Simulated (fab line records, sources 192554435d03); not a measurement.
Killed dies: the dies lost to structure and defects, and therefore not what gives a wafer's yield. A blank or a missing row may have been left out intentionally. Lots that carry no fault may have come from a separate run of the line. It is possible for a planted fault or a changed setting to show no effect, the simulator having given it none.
Chamber matching | flow n5-finfet | N5_BEOL_M4_ALD_84 on ald-metal-03: 4 sister chambers
The step deposits TaN, pulse time 2 s, purge time 3 s, co reactant purge time 2 s. 14 wafers are shown with their chamber, then 7 later ones without.

## WAFERS WITH THEIR CHAMBER
wafer  | chamber | heater-power-w (W) | precursor-vessel-carrier-sccm (sccm)
L075.2 | 3       | 391                | 999.1
L075.4 | 0       | 379                | 1005.9
L075.5 | 0       | 364                | 1002.0
L074.2 | 2       | 320                | 1000.9
L074.3 | 3       | 397                | 1002.8
L074.6 | 1       | 396                | 999.8
L079.2 | 0       | 375                | 996.5
L079.3 | 3       | 384                | 1000.5
L079.6 | 1       | 396                | 1002.7
L080.2 | 1       | 391                | 999.8
L080.3 | 0       | 369                | 997.4
L080.5 | 3       | 394                | 998.5
L083.1 | 2       | 313                | 1002.6
L083.2 | 1       | 385                | 999.9

SIGNATURES, as means of the wafers listed above
reading                       | chamber 0 | chamber 1 | chamber 2 | chamber 3 | scatter within a chamber
heater-power-w                | 371.75    | 392.00    | 316.50    | 391.50    | 5.75
precursor-vessel-carrier-sccm | 1000.450  | 1000.550  | 1001.750  | 1000.225  | 2.75
Rule: distance of a wafer from a chamber = root of the sum over the readings of ((wafer's reading minus chamber's mean) / reading's scatter) squared. The wafer belongs to the nearest chamber; if the next one is less than 2 further off, it can't be placed. The scatter is the square root of a quotient: the sum, over the shown wafers, of each reading's squared deviation from its chamber's mean, divided by wafers minus chambers.

## WAFERS MISSING THEIR CHAMBER
wafer  | heater-power-w (W) | precursor-vessel-carrier-sccm (sccm)
L083.6 | 317                | 1002.7
L091.1 | 393                | 998.6
L091.2 | 375                | 1002.0
L091.4 | 400                | 998.9
L095.2 | 311                | 1001.8
L095.3 | 403                | 995.6
L095.6 | 317                | 998.3

## THE CHAMBER EACH PASSED THROUGH
wafer  | from the rows above     | in truth
L083.6 | 2                       | 2
L091.1 | can't be placed: 3 or 1 | 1
L091.2 | 0                       | 0
L091.4 | can't be placed: 1 or 3 | 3
L095.2 | 2                       | 2
L095.3 | can't be placed: 3 or 1 | 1
L095.6 | 2                       | 2
Correct placement for 4 of the 7. Can't be placed from these rows: 3 (the true chamber is among the candidates in 3). Placed wrongly: 0.
